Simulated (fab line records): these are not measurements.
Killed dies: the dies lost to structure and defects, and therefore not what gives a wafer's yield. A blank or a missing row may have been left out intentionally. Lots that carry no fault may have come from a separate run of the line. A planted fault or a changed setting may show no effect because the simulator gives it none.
Split-lot experiment    flow n5_finfet    route with 1938 steps; 7 lots, 21 wafers read

== SPLIT DETAILS ==
At N5_BEOL_M15_COAT_04 (resist thk 800 nm), the setting spin_rpm was moved away from the recipe's 1704 rpm on 7 of the 21 wafers read, by -11.1% to +7.9%. The other wafers ran this setting at the recipe's value.

== FROM THE SPLIT TO THE READING: what the file shows between them, 4 steps ==
- N5_BEOL_M15_EBR_06
- N5_BEOL_M15_SOFTBAKE_05: time 60 s
- N5_BEOL_M15_DESCUM_15: chemistry O2, time 7.9 s
- N5_BEOL_M15_ETCH_59: etches BARC in N2/H2, target depth 89 nm, overetch 26.7 nm, time 67.9 s

== THE READING ==
coat_of_BEOL_M15_COAT_04.thk_nm (the simulator's own value, which no gauge read), in nm, at N5_BEOL_M15_VIA_ETCH_16 (etches SiO2 in C4F8/O2/Ar, target depth 1792.2 nm). No usual value for it is given in the file. Average 331.8 nm, standard deviation 5.7 nm, over the 14 wafers here run with the recipe.

wafer   tool, chamber at the split  spin_rpm as run, rpm  against the recipe  coat_of_BEOL_M15_COAT_04.thk_nm, nm  against lot-mates on the recipe
L075.2  litho_track-01, 0           1838                  +7.9%               302.6                                -33.5
L075.4  litho_track-01, 0           1704                  recipe              333.6                                -
L075.5  litho_track-01, 0           1704                  recipe              338.6                                -
L077.1  litho_track-01, 0           1704                  recipe              331                                  -
L077.2  litho_track-01, 0           1704                  recipe              328.4                                -
L077.3  litho_track-01, 0           1704                  recipe              325                                  -
L083.2  litho_track-02, 0           1704                  recipe              339.4                                -
L083.4  litho_track-02, 0           1704                  recipe              332.2                                -
L083.5  litho_track-02, 0           1704                  recipe              327.4                                -
L080.1  litho_track-02, 0           1787                  +4.9%               319.6                                -15.8
L080.3  litho_track-02, 0           1704                  recipe              330.4                                -
L080.6  litho_track-02, 0           1704                  recipe              340.4                                -
L085.3  litho_track-02, 0           1614                  -5.3%               351.4                                +27.6
L085.5  litho_track-02, 0           1614                  -5.3%               343.8                                +20.0
L085.6  litho_track-02, 0           1704                  recipe              323.8                                -
L090.2  litho_track-01, 0           1704                  recipe              329.4                                -
L090.5  litho_track-01, 0           1568                  -8.0%               357.6                                +30.4
L090.6  litho_track-01, 0           1704                  recipe              325                                  -
L091.2  litho_track-02, 0           1515                  -11.1%              382.2                                +41.8
L091.4  litho_track-02, 0           1515                  -11.1%              382.2                                +41.8
L091.3  litho_track-02, 0           1704                  recipe              340.4                                -

THE FIT
A straight line over all 21 wafers: coat_of_BEOL_M15_COAT_04.thk_nm changes by -3.93 nm for each +1% of spin_rpm; r = -0.95; the points scatter about the line by 6.1 nm.
The same after taking each lot's own level away (the mean of its wafers on the recipe; 21 wafers): -3.9 nm for each +1%; r = -0.98; scatter 3.5 nm.
The reading moves by 43 nm for the largest change in spin_rpm, on that fit.
Across the lots, their own levels run from 323.80 to 340.40 nm, a range of 2.9 times the standard deviation given above.
Hence the lot-to-lot level has little effect on the slope; both slopes agree.
Check: with one of the wafers moved furthest among these (-11.1%) left out of the fit, the line predicts +44 nm for it against its lot-mates. Against them it came out at +41.8 nm.

== OTHER SPLITS APPLIED TO THESE WAFERS ==
Note: prior to the reading, these wafers also went through further splits. Each is held against what the fit with the lots' levels taken away leaves over:
other split on the same wafers     wafers away from the commonest value  r with coat_of_BEOL_M15_COAT_04.thk_nm (lot level and that fit taken away)
N5_BEOL_M13_EXPOSE_07 dose_mj      12                                    -0.07
N5_BEOL_M13_TRENCH_ETCH_34 time_s  3                                     -0.04

== THE WHOLE CHAIN: every reading that the file lists as answering this split, in the file's order ==
step                     what it does                                                             reading                                                                           change (the file's fit)               r (the file's)
N5_BEOL_M15_COAT_04      resist thk 800 nm                                                        coat_of_BEOL_M15_COAT_04.thk_nm (the simulator's own value, which no gauge read)  -4.27 nm for each +1% of the setting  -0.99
N5_BEOL_M15_ETCH_59      etches BARC in N2/H2, target depth 89 nm, overetch 26.7 nm, time 67.9 s  coat_of_BEOL_M15_COAT_04.thk_nm (the simulator's own value, which no gauge read)  -4.23 nm for each +1% of the setting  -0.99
N5_BEOL_M15_VIA_ETCH_16  etches SiO2 in C4F8/O2/Ar, target depth 1792.2 nm                        coat_of_BEOL_M15_COAT_04.thk_nm (the simulator's own value, which no gauge read)  -3.91 nm for each +1% of the setting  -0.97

== FILE'S OWN FIT ==
coat_of_BEOL_M15_COAT_04.thk_nm changes by -3.91 nm for each +1% of spin_rpm, r = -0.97.
